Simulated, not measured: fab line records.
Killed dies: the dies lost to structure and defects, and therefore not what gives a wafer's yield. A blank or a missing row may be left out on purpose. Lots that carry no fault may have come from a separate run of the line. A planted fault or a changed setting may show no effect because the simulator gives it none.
What tool caused it? -- flow n5 finfet -- 8 lots, 24 wafers sampled, at 5 steps of a route of 1938

## WHAT THE GAUGES SHOWED, per wafer
N5_BEOL_M4_RC_MEAS_101.
lot,measured,on,IOFF_N_LONG (nA/um)
L615,day 9 01:15,prober-02,0.0079874 0.007974 0.0079633
L616,day 9 10:55,prober-02,0.0083336 0.0082807 0.0082002
L628,day 14 05:10,prober-01,5.65e-05 5.57e-05 5.57e-05
L630,day 14 20:09,prober-02,5.9e-05 5.91e-05 5.88e-05
L631,day 14 18:17,prober-01,5.69e-05 5.62e-05 5.65e-05
L632,day 14 22:31,prober-01,5.34e-05 5.3e-05 5.2e-05
L633,day 15 15:37,prober-01,5.13e-05 5.29e-05 5.18e-05
L634,day 15 22:28,prober-01,5.83e-05 5.74e-05 5.75e-05

## EACH LOT AND THE TOOL THAT RAN IT (in order: tool; ch and the chambers of the sampled wafers; start)
lot,N5_HKMG_FIN_PWFM_ALD_03,N5_HKMG_FIN_ETCH_31,N5_HKMG_FIN_STRIP_34,N5_HKMG_FIN_ALD_91
L615,"ald metal-03 ch 1,2,3, day 4 21:17","rie diel-05 ch 0,1,3, day 4 22:18","rie diel-05 ch 0,1,3, day 4 22:33","ald metal-01 ch 0,1,3, day 4 23:15"
L616,"ald metal-01 ch 1,2, day 5 02:49","rie diel-04 ch 0,3, day 5 03:47","rie diel-04 ch 0,3, day 5 04:02","ald metal-02 ch 0,3, day 5 04:44"
L628,"ald metal-01 ch 1,2,3, day 8 01:23","rie diel-04 ch 1,3, day 8 02:13","rie diel-04 ch 1,3, day 8 02:28","ald metal-01 ch 0,1,2, day 8 03:10"
L630,"ald metal-01 ch 0,1,3, day 8 13:17","rie diel-01 ch 1,2, day 8 14:33","rie diel-01 ch 1,2, day 8 14:48","ald metal-01 ch 1,3, day 8 15:30"
L631,"ald metal-01 ch 0,1,2, day 8 20:38","rie diel-05 ch 1,3, day 8 21:36","rie diel-05 ch 1,3, day 8 21:51","ald metal-01 ch 1,2, day 9 06:58"
L632,"ald metal-01 ch 0,2,3, day 9 15:07","rie diel-01 ch 0,1,3, day 9 16:05","rie diel-01 ch 0,1,3, day 9 16:20","ald metal-02 ch 0,2,3, day 9 17:01"
L633,"ald metal-03 ch 2,3, day 9 15:35","rie diel-05 ch 1,2, day 9 16:25","rie diel-05 ch 1,2, day 9 16:40","ald metal-03 ch 0,1,3, day 9 17:22"
L634,"ald metal-02 ch 2,3, day 10 01:58","rie diel-01 ch 0,1,3, day 10 02:48","rie diel-01 ch 0,1,3, day 10 03:03","ald metal-02 ch 0,1,3, day 10 03:45"
- N5_HKMG_FIN_PWFM_ALD_03: deposits TiN, target thk 2 nm, pulse time 1 s, purge time 3 s.
- N5_HKMG_FIN_ETCH_31: etches SiARC in CF4, target depth 45.5 nm, time 75.8 s.
- N5_HKMG_FIN_STRIP_34: strips in CF4.
- N5_HKMG_FIN_ALD_91: deposits TiN, target thk 1 nm, pulse time 1 s, purge time 3 s.

## THE ANSWER, worked out from the rows above alone
Rule: the lots themselves supply what counts as usual. Put in order of their means at a reading, lots are off if they are a third of the lots or fewer, leave a main group of 4 or more, and stand apart from it by a gap of 3 or more times the standard deviation of the main group's means; of several such gaps the widest counts. A main group whose means are all the same, to the digits that the tables above print for the reading, isn't used. A lot without any number at a reading at which 4 lots or more have one is off too. Any other lot the step has rows for is counted as sound.
Off: at N5_BEOL_M4_RC_MEAS_101 (IOFF_N_LONG), L615, L616. Mean 5.57e-05 nA/um and standard deviation 2.5e-06 in the main group.
A tool fits if, at a process step before that reading, it ran every lot that is off, and no sound lot after the first of them. Gauges at N5_BEOL_M4_RC_MEAS_101: tried the same way as those tools. None of those tried fits.

## WHAT WAS PUT IN BY THE SIMULATOR
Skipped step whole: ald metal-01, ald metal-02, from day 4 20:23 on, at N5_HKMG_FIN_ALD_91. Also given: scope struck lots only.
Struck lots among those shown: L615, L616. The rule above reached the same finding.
